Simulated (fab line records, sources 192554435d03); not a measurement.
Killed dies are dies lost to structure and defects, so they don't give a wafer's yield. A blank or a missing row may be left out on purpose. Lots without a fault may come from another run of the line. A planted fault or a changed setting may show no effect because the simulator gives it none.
Which tool did it? | flow n5_finfet | 20 lots, 60 wafers sampled, at 6 steps of a route of 1938

WHAT THE GAUGES READ, wafer by wafer
The record holds no reading of a measuring or inspecting step that can be judged against a usual standard deviation.

WHICH TOOL RAN EACH LOT (tool, then ch and the chambers of the sampled wafers, then the start)
lot  | N5_BEOL_M8_DESCUM_16               | N5_BEOL_M8_ETCH_61                 | N5_BEOL_M8_STRIP_67                | N5_BEOL_M8_CMP_52             | N5_BEOL_M8_DEP_56               | N5_BEOL_M9_ILD_DEP_00
L074 | rie_diel-05 ch 1,3, day 9 12:34    | rie_diel-05 ch 1,3, day 9 12:36    | rie_diel-05 ch 1,3, day 9 12:48    | cmp-04 ch 1,3, day 9 17:10    | pecvd-04 ch 0,1, day 9 17:31    | pecvd-03 ch 0,1, day 9 17:38
L075 | rie_diel-05 ch 0,3, day 9 21:59    | rie_diel-05 ch 0,3, day 9 22:01    | rie_diel-05 ch 0,3, day 9 22:14    | cmp-03 ch 2,3, day 10 01:18   | pecvd-01 ch 0,1, day 10 01:39   | pecvd-03 ch 0,2, day 10 01:47
L076 | rie_diel-05 ch 1,2, day 9 22:28    | rie_diel-05 ch 1,2, day 9 22:31    | rie_diel-05 ch 1,2, day 9 22:43    | cmp-03 ch 0,1,3, day 10 01:44 | pecvd-02 ch 0,1,2, day 10 02:06 | pecvd-03 ch 0,2, day 10 02:14
L077 | rie_diel-06 ch 1,3, day 10 03:57   | rie_diel-06 ch 1,3, day 10 03:59   | rie_diel-06 ch 1,3, day 10 04:11   | cmp-03 ch 0,3, day 10 09:12   | pecvd-04 ch 0,2, day 10 09:31   | pecvd-03 ch 1,2, day 10 09:41
L078 | rie_diel-05 ch 0,1,3, day 10 13:01 | rie_diel-05 ch 0,1,3, day 10 13:03 | rie_diel-05 ch 0,1,3, day 10 13:15 | cmp-04 ch 1,2,3, day 10 18:44 | pecvd-02 ch 0,1, day 10 19:05   | pecvd-03 ch 0,2, day 10 19:13
L079 | rie_diel-06 ch 0,1,2, day 10 22:28 | rie_diel-06 ch 0,1,2, day 10 22:30 | rie_diel-06 ch 0,1,2, day 10 22:42 | cmp-03 ch 1,2,3, day 11 04:52 | pecvd-02 ch 0,1,2, day 11 05:13 | pecvd-03 ch 0,2, day 11 05:21
L081 | rie_diel-02 ch 0,3, day 11 10:32   | rie_diel-02 ch 0,3, day 11 10:35   | rie_diel-02 ch 0,3, day 11 10:47   | cmp-03 ch 0,1,2, day 11 14:52 | pecvd-04 ch 0,1,2, day 11 15:13 | pecvd-01 ch 1,2, day 11 15:22
L080 | rie_diel-05 ch 2,3, day 12 06:52   | rie_diel-05 ch 2,3, day 12 06:53   | rie_diel-05 ch 2,3, day 12 07:05   | cmp-04 ch 1,2,3, day 12 12:32 | pecvd-04 ch 1,2, day 12 12:51   | pecvd-03 ch 1,2, day 12 12:59
L085 | rie_diel-06 ch 1,2,3, day 12 23:58 | rie_diel-06 ch 1,2,3, day 13 00:00 | rie_diel-06 ch 1,2,3, day 13 00:13 | cmp-04 ch 2,3, day 13 04:42   | pecvd-02 ch 1,2, day 13 05:01   | pecvd-01 ch 1,2, day 13 05:09
L087 | rie_diel-06 ch 1,2, day 13 07:41   | rie_diel-06 ch 1,2, day 13 07:43   | rie_diel-06 ch 1,2, day 13 07:55   | cmp-02 ch 1,2,3, day 13 12:37 | pecvd-04 ch 0,2, day 13 12:54   | pecvd-03 ch 0,1,2, day 13 13:02
L086 | rie_diel-05 ch 1,2,3, day 13 07:59 | rie_diel-05 ch 1,2,3, day 13 08:01 | rie_diel-05 ch 1,2,3, day 13 08:13 | cmp-03 ch 0,2,3, day 13 13:05 | pecvd-01 ch 1,2, day 13 13:27   | pecvd-04 ch 0,1, day 13 13:35
L084 | rie_diel-05 ch 1,2, day 13 11:19   | rie_diel-05 ch 1,2, day 13 11:20   | rie_diel-05 ch 1,2, day 13 11:32   | cmp-03 ch 0,1, day 13 17:45   | pecvd-01 ch 0,1,2, day 13 18:06 | pecvd-04 ch 0,1,2, day 13 18:14
L089 | rie_diel-05 ch 1,2, day 14 05:38   | rie_diel-05 ch 1,2, day 14 05:40   | rie_diel-05 ch 1,2, day 14 05:52   | cmp-02 ch 1,2,3, day 14 09:12 | pecvd-04 ch 0,1,2, day 14 09:30 | pecvd-03 ch 0,1,2, day 14 09:38
L088 | rie_diel-05 ch 0,2,3, day 14 11:08 | rie_diel-05 ch 0,2,3, day 14 11:10 | rie_diel-05 ch 0,2,3, day 14 11:22 | cmp-02 ch 0,2,3, day 14 17:50 | pecvd-02 ch 0,1, day 14 18:05   | pecvd-04 ch 0,2, day 14 18:14
L094 | rie_diel-06 ch 1,3, day 14 18:45   | rie_diel-06 ch 1,3, day 14 18:47   | rie_diel-06 ch 1,3, day 14 18:59   | cmp-04 ch 0,1,2, day 14 23:35 | pecvd-01 ch 0,1, day 14 23:56   | pecvd-04 ch 0,1,2, day 15 00:04
L090 | rie_diel-06 ch 0,1, day 15 01:37   | rie_diel-06 ch 0,1, day 15 01:38   | rie_diel-06 ch 0,1, day 15 01:50   | cmp-02 ch 1,2,3, day 15 06:07 | pecvd-02 ch 0,1, day 15 06:29   | pecvd-03 ch 0,2, day 15 06:37
L093 | rie_diel-05 ch 0,1, day 15 11:46   | rie_diel-05 ch 0,1, day 15 11:48   | rie_diel-05 ch 0,1, day 15 12:00   | cmp-03 ch 0,2,3, day 15 18:38 | pecvd-02 ch 0,2, day 15 18:53   | pecvd-04 ch 0,1, day 15 19:01
L092 | rie_diel-06 ch 2,3, day 15 13:11   | rie_diel-06 ch 2,3, day 15 13:13   | rie_diel-06 ch 2,3, day 15 13:25   | cmp-03 ch 0,1,2, day 15 17:44 | pecvd-01 ch 1,2, day 15 17:59   | pecvd-04 ch 0,1,2, day 15 18:07
L095 | rie_diel-02 ch 0,1,3, day 15 16:18 | rie_diel-02 ch 0,1,3, day 15 16:20 | rie_diel-02 ch 0,1,3, day 15 16:32 | cmp-03 ch 0,1,3, day 15 22:42 | pecvd-02 ch 0,1,2, day 15 23:04 | pecvd-01 ch 0,1, day 15 23:11
L097 | rie_diel-02 ch 0,1,3, day 16 00:29 | rie_diel-02 ch 0,1,3, day 16 00:31 | rie_diel-02 ch 0,1,3, day 16 00:43 | cmp-02 ch 1,2,3, day 16 08:26 | pecvd-02 ch 1,2, day 16 08:43   | pecvd-03 ch 0,1, day 16 08:52
- N5_BEOL_M8_DESCUM_16: chemistry O2, time 7.9 s.
- N5_BEOL_M8_ETCH_61: etches SiARC in CF4, target depth 45.5 nm, time 75.8 s.
- N5_BEOL_M8_STRIP_67: strips in CF4.
- N5_BEOL_M8_CMP_52: polishes, stops on SiCOH lowk, t overpolish 6.9 s, target thk 80 nm.
- N5_BEOL_M8_DEP_56: deposits SiCN from 3MS/NH3, target thk 10 nm, time 17.5 s.
- N5_BEOL_M9_ILD_DEP_00: deposits SiCOH lowk from DEMS/porogen, target thk 308.51 nm, time 58 s.

WHAT THE TOOLS THEMSELVES READ (means of the sampled wafers that have a number; where no wafer has one, the mark that the record gives instead)
N5_BEOL_M8_DESCUM_16. Usual: drypump_motor_current_A 5.8 A, standard deviation 0.58; oes_product_au 0.75 a.u., standard deviation 0.083; rf_vpp_V 242.7 V, standard deviation 1.4; showerhead_plenum_p_Torr 2.07 Torr, standard deviation 0.065; throttle_valve_pct 20.48 %, standard deviation 0.29.
lot  | tool        | drypump_motor_current_A (A) | oes_product_au (a.u.) | rf_vpp_V (V) | showerhead_plenum_p_Torr (Torr) | throttle_valve_pct (%) | flag
L074 | rie_diel-05 | 5.9                         | 0.82                  | 243.5        | 2.06                            | 20.25                  |
L075 | rie_diel-05 | 6.1                         | 0.82                  | 243.1        | 2.07                            | 20.31                  |
L076 | rie_diel-05 | 6.4                         | 0.72                  | 243.3        | 2.08                            | 20.54                  |
L077 | rie_diel-06 | 5.3                         | 0.70                  | 241.4        | 2.00                            | 20.66                  |
L078 | rie_diel-05 | 6.2                         | 0.79                  | 243.5        | 2.08                            | 20.25                  |
L079 | rie_diel-06 | 5.4                         | 0.68                  | 242.8        | 2.03                            | 20.82                  |
L081 | rie_diel-02 | 5.7                         | 0.72                  | 243.2        | 2.09                            | 20.71                  |
L080 | rie_diel-05 | 5.7                         | 0.78                  | 242.8        | 2.04                            | 20.50                  |
L085 | rie_diel-06 | 5.1                         | 0.68                  | 242.4        | 2.04                            | 20.67                  |
L087 | rie_diel-06 | 5.3                         | 0.67                  | 242.1        | 2.03                            | 20.94                  |
L086 | rie_diel-05 | 6.2                         | 0.75                  | 242.0        | 2.07                            | 20.45                  |
L084 | rie_diel-05 | 6.5                         | 0.72                  | 243.1        | 2.09                            | 20.37                  |
L089 | rie_diel-05 | 6.6                         | 0.72                  | 243.3        | 2.09                            | 20.36                  |
L088 | rie_diel-05 | 6.0                         | 0.75                  | 242.7        | 2.06                            | 20.52                  |
L094 | rie_diel-06 | 5.2                         | 0.68                  | 241.4        | 1.99                            | 20.44                  |
L090 | rie_diel-06 | 5.6                         | 0.75                  | 242.0        | 2.06                            | 20.79                  |
L093 | rie_diel-05 | 6.5                         | 0.75                  | 243.3        | 2.08                            | 20.30                  |
L092 | rie_diel-06 | 4.9                         | 0.86                  | 243.8        | 2.08                            | 20.32                  |
L095 | rie_diel-02 | 6.0                         | 0.82                  | 243.1        | 2.11                            | 20.37                  |
L097 | rie_diel-02 | 6.0                         | 0.81                  | 242.8        | 2.11                            | 20.37                  |

N5_BEOL_M8_ETCH_61. Usual: cf4_flow_sccm 100.0 sccm, standard deviation 0.31; drypump_motor_current_A 5.8 A, standard deviation 0.58; etch_rf_on_time_s 77.0 s, standard deviation 2.1; oes_product_au 0.64 a.u., standard deviation 0.07; rf_vpp_V 183.8 V, standard deviation 1.1; showerhead_plenum_p_Torr 2.12 Torr, standard deviation 0.068; throttle_valve_pct 15.68 %, standard deviation 0.28.
lot  | tool        | cf4_flow_sccm (sccm) | drypump_motor_current_A (A) | etch_rf_on_time_s (s) | oes_product_au (a.u.) | rf_vpp_V (V) | showerhead_plenum_p_Torr (Torr) | throttle_valve_pct (%) | flag
L074 | rie_diel-05 | 99.9                 | 5.9                         | 78.7                  | 0.68                  | 183.2        | 2.11                            | 15.36                  |
L075 | rie_diel-05 | 100.0                | 6.1                         | 74.7                  | 0.70                  | 184.3        | 2.14                            | 15.57                  |
L076 | rie_diel-05 | 99.9                 | 6.4                         | 78.4                  | 0.61                  | 184.7        | 2.14                            | 15.75                  |
L077 | rie_diel-06 | 100.3                | 5.3                         | 77.2                  | 0.60                  | 183.1        | 2.04                            | 15.80                  |
L078 | rie_diel-05 | 100.0                | 6.2                         | 77.0                  | 0.68                  | 183.9        | 2.13                            | 15.46                  |
L079 | rie_diel-06 | 99.9                 | 5.4                         | 78.2                  | 0.57                  | 183.7        | 2.09                            | 16.03                  |
L081 | rie_diel-02 | 99.8                 | 5.7                         | 74.5                  | 0.62                  | 184.1        | 2.12                            | 15.81                  |
L080 | rie_diel-05 | 100.0                | 5.7                         | 77.0                  | 0.66                  | 183.4        | 2.10                            | 15.64                  |
L085 | rie_diel-06 | 100.1                | 5.1                         | 78.5                  | 0.58                  | 183.7        | 2.09                            | 15.85                  |
L087 | rie_diel-06 | 99.9                 | 5.3                         | 78.7                  | 0.57                  | 183.0        | 2.08                            | 16.09                  |
L086 | rie_diel-05 | 100.2                | 6.1                         | 78.6                  | 0.63                  | 184.3        | 2.12                            | 15.61                  |
L084 | rie_diel-05 | 99.9                 | 6.5                         | 78.8                  | 0.61                  | 183.8        | 2.14                            | 15.57                  |
L089 | rie_diel-05 | 100.2                | 6.6                         | 78.3                  | 0.60                  | 184.8        | 2.13                            | 15.59                  |
L088 | rie_diel-05 | 100.0                | 6.0                         | 76.7                  | 0.65                  | 184.2        | 2.11                            | 15.75                  |
L094 | rie_diel-06 | 100.4                | 5.2                         | 77.6                  | 0.58                  | 182.8        | 2.04                            | 15.64                  |
L090 | rie_diel-06 | 100.1                | 5.6                         | 76.7                  | 0.64                  | 183.4        | 2.11                            | 15.91                  |
L093 | rie_diel-05 | 100.0                | 6.5                         | 74.9                  | 0.65                  | 183.7        | 2.15                            | 15.62                  |
L092 | rie_diel-06 | 100.1                | 4.9                         | 77.1                  | 0.73                  | 184.8        | 2.14                            | 15.54                  |
L095 | rie_diel-02 | 100.2                | 6.0                         | 74.9                  | 0.70                  | 184.2        | 2.16                            | 15.56                  |
L097 | rie_diel-02 | 99.6                 | 6.0                         | 73.9                  | 0.70                  | 184.2        | 2.16                            | 15.57                  |

N5_BEOL_M8_STRIP_67. Usual: cf4_flow_sccm 150.0 sccm, standard deviation 0.47; drypump_motor_current_A 5.8 A, standard deviation 0.58; oes_product_au 0.76 a.u., standard deviation 0.077; rf_vpp_V 270.7 V, standard deviation 1.6; showerhead_plenum_p_Torr 1.77 Torr, standard deviation 0.055; throttle_valve_pct 13.65 %, standard deviation 0.29.
lot  | tool        | cf4_flow_sccm (sccm) | drypump_motor_current_A (A) | oes_product_au (a.u.) | rf_vpp_V (V) | showerhead_plenum_p_Torr (Torr) | throttle_valve_pct (%) | flag
L074 | rie_diel-05 | 149.9                | 5.9                         | 0.83                  | 270.4        | 1.76                            | 13.30                  |
L075 | rie_diel-05 | 149.3                | 6.1                         | 0.81                  | 271.2        | 1.79                            | 13.50                  |
L076 | rie_diel-05 | 149.5                | 6.4                         | 0.73                  | 271.9        | 1.78                            | 13.69                  |
L077 | rie_diel-06 | 150.0                | 5.3                         | 0.71                  | 269.2        | 1.71                            | 13.79                  |
L078 | rie_diel-05 | 149.9                | 6.2                         | 0.80                  | 271.6        | 1.78                            | 13.37                  |
L079 | rie_diel-06 | 150.2                | 5.4                         | 0.69                  | 270.5        | 1.75                            | 14.00                  |
L081 | rie_diel-02 | 150.3                | 5.7                         | 0.72                  | 271.2        | 1.77                            | 13.77                  |
L080 | rie_diel-05 | 150.2                | 5.7                         | 0.78                  | 270.0        | 1.75                            | 13.58                  |
L085 | rie_diel-06 | 149.5                | 5.1                         | 0.69                  | 269.8        | 1.75                            | 13.87                  |
L087 | rie_diel-06 | 150.0                | 5.3                         | 0.68                  | 268.9        | 1.74                            | 14.07                  |
L086 | rie_diel-05 | 150.0                | 6.1                         | 0.75                  | 271.3        | 1.76                            | 13.56                  |
L084 | rie_diel-05 | 149.9                | 6.5                         | 0.73                  | 272.1        | 1.78                            | 13.53                  |
L089 | rie_diel-05 | 149.2                | 6.6                         | 0.73                  | 271.0        | 1.78                            | 13.54                  |
L088 | rie_diel-05 | 150.7                | 6.0                         | 0.76                  | 270.8        | 1.77                            | 13.70                  |
L094 | rie_diel-06 | 150.1                | 5.2                         | 0.69                  | 269.5        | 1.71                            | 13.66                  |
L090 | rie_diel-06 | 150.3                | 5.6                         | 0.76                  | 270.7        | 1.76                            | 13.87                  |
L093 | rie_diel-05 | 149.9                | 6.5                         | 0.75                  | 271.6        | 1.79                            | 13.57                  |
L092 | rie_diel-06 | 150.3                | 4.9                         | 0.86                  | 271.0        | 1.79                            | 13.50                  |
L095 | rie_diel-02 | 150.1                | 6.0                         | 0.81                  | 271.1        | 1.80                            | 13.51                  |
L097 | rie_diel-02 | 149.9                | 6.0                         | 0.80                  | 271.3        | 1.80                            | 13.52                  |

N5_BEOL_M8_CMP_52. Usual: barrier_field_endpoint_s 29.0 s, standard deviation 0.7; motor_current_A 5.4 A, standard deviation 0.64; overpolish_run_s 6.900 s, standard deviation 0.0083; time_to_endpoint_s 63.1 s, standard deviation 2.9.
lot  | tool   | barrier_field_endpoint_s (s) | motor_current_A (A) | overpolish_run_s (s) | time_to_endpoint_s (s) | flag
L074 | cmp-04 | 29.5                         | 6.3                 | 6.900                | 66.9                   |
L075 | cmp-03 | 29.2                         | 5.6                 | 6.906                | 59.9                   |
L076 | cmp-03 | 28.2                         | 5.5                 | 6.900                | 58.2                   |
L077 | cmp-03 | 29.0                         | 5.8                 | 6.902                | 59.4                   |
L078 | cmp-04 | 29.1                         | 5.9                 | 6.893                | 66.2                   |
L079 | cmp-03 | 28.1                         | 5.5                 | 6.898                | 62.2                   |
L081 | cmp-03 | 29.2                         | 5.2                 | 6.897                | 66.3                   |
L080 | cmp-04 | 29.0                         | 5.8                 | 6.901                | 63.7                   |
L085 | cmp-04 | 29.6                         | 5.4                 | 6.897                | 64.4                   |
L087 | cmp-02 | 28.7                         | 5.2                 | 6.891                | 61.3                   |
L086 | cmp-03 | 28.6                         | 5.6                 | 6.906                | 63.1                   |
L084 | cmp-03 | 29.8                         | 5.0                 | 6.899                | 63.6                   |
L089 | cmp-02 | 29.1                         | 5.3                 | 6.900                | 65.6                   |
L088 | cmp-02 | 29.2                         | 5.1                 | 6.903                | 63.2                   |
L094 | cmp-04 | 30.2                         | 5.4                 | 6.897                | 64.5                   |
L090 | cmp-02 | 28.1                         | 5.0                 | 6.886                | 61.9                   |
L093 | cmp-03 | 28.9                         | 5.7                 | 6.895                | 58.5                   |
L092 | cmp-03 | 28.2                         | 5.0                 | 6.898                | 60.9                   |
L095 | cmp-03 | 28.4                         | 5.4                 | 6.893                | 64.8                   |
L097 | cmp-02 | 28.9                         | 5.0                 | 6.900                | 62.2                   |

N5_BEOL_M8_DEP_56. Usual: showerhead_plenum_p_Torr 3.667 Torr, standard deviation 0.013; showerhead_vpp_V 903 V, standard deviation 51; throttle_valve_pct 8.9 %, standard deviation 0.34.
lot  | tool     | showerhead_plenum_p_Torr (Torr) | showerhead_vpp_V (V) | throttle_valve_pct (%) | flag
L074 | pecvd-04 | 3.671                           | 910                  | 8.7                    |
L075 | pecvd-01 | 3.663                           | 864                  | 8.9                    |
L076 | pecvd-02 | 3.658                           | 911                  | 8.8                    |
L077 | pecvd-04 | 3.675                           | 968                  | 9.3                    |
L078 | pecvd-02 | 3.668                           | 879                  | 9.0                    |
L079 | pecvd-02 | 3.664                           | 904                  | 8.9                    |
L081 | pecvd-04 | 3.673                           | 921                  | 8.8                    |
L080 | pecvd-04 | 3.669                           | 892                  | 8.6                    |
L085 | pecvd-02 | 3.660                           | 908                  | 9.1                    |
L087 | pecvd-04 | 3.672                           | 954                  | 9.0                    |
L086 | pecvd-01 | 3.658                           | 845                  | 8.7                    |
L084 | pecvd-01 | 3.669                           | 857                  | 8.8                    |
L089 | pecvd-04 | 3.673                           | 928                  | 9.0                    |
L088 | pecvd-02 | 3.666                           | 868                  | 9.0                    |
L094 | pecvd-01 | 3.673                           | 867                  | 8.9                    |
L090 | pecvd-02 | 3.666                           | 898                  | 8.6                    |
L093 | pecvd-02 | 3.654                           | 922                  | 8.6                    |
L092 | pecvd-01 | 3.668                           | 840                  | 8.5                    |
L095 | pecvd-02 | 3.657                           | 908                  | 8.9                    |
L097 | pecvd-02 | 3.659                           | 921                  | 8.8                    |

N5_BEOL_M9_ILD_DEP_00. Usual: heater_power_w 312 W, standard deviation 52; showerhead_plenum_p_Torr 5.745 Torr, standard deviation 0.019; showerhead_vpp_V 1401 V, standard deviation 77; susceptor_temp_C 299.96 C, standard deviation 0.18; throttle_valve_pct 13.7 %, standard deviation 0.57.
lot  | tool     | heater_power_w (W) | showerhead_plenum_p_Torr (Torr) | showerhead_vpp_V (V) | susceptor_temp_C (C) | throttle_valve_pct (%) | flag
L074 | pecvd-03 | 360                | 5.746                           | 1334                 | 299.73               | 14.2                   |
L075 | pecvd-03 | 349                | 5.756                           | 1421                 | 299.78               | 13.6                   |
L076 | pecvd-03 | 334                | 5.734                           | 1439                 | 299.91               | 13.4                   |
L077 | pecvd-03 | 325                | 5.725                           | 1408                 | 300.03               | 13.8                   |
L078 | pecvd-03 | 348                | 5.734                           | 1456                 | 299.86               | 13.5                   |
L079 | pecvd-03 | 312                | 5.730                           | 1444                 | 299.95               | 13.6                   |
L081 | pecvd-01 | 279                | 5.732                           | 1343                 | 299.91               | 13.2                   |
L080 | pecvd-03 | 345                | 5.730                           | 1423                 | 299.99               | 14.0                   |
L085 | pecvd-01 | 281                | 5.730                           | 1321                 | 299.79               | 13.3                   |
L087 | pecvd-03 | 330                | 5.741                           | 1387                 | 300.05               | 14.1                   |
L086 | pecvd-04 | 243                | 5.755                           | 1420                 | 300.09               | 13.3                   |
L084 | pecvd-04 | 262                | 5.745                           | 1475                 | 299.90               | 13.5                   |
L089 | pecvd-03 | 350                | 5.743                           | 1383                 | 299.99               | 14.0                   |
L088 | pecvd-04 | 272                | 5.743                           | 1492                 | 300.13               | 13.8                   |
L094 | pecvd-04 | 257                | 5.754                           | 1457                 | 299.99               | 13.6                   |
L090 | pecvd-03 | 328                | 5.735                           | 1436                 | 299.79               | 13.6                   |
L093 | pecvd-04 | 217                | 5.754                           | 1498                 | 300.08               | 13.6                   |
L092 | pecvd-04 | 238                | 5.749                           | 1475                 | 299.81               | 13.7                   |
L095 | pecvd-01 | 310                | 5.745                           | 1356                 | 300.20               | 13.8                   |
L097 | pecvd-03 | 348                | 5.756                           | 1325                 | 300.15               | 14.2                   |

THE ANSWER, worked out from the rows above alone
Rule: a lot is off if the mean of its wafers that have a number lies more than 3 standard deviations from the usual mean. A lot without any number at a reading at which 4 lots or more have one is off too. The other lots that the step has rows for count as sound. The gauges are gone through in route order, then the tools' own readings, and for those a lot's mean is taken as printed above. The first step at which some lot is off is used, and at that step the reading that is off furthest; a lot without a number counts as furthest.
No lot is off at any reading shown: from this, nothing can be told.

WHAT THE SIMULATOR HAD PUT IN
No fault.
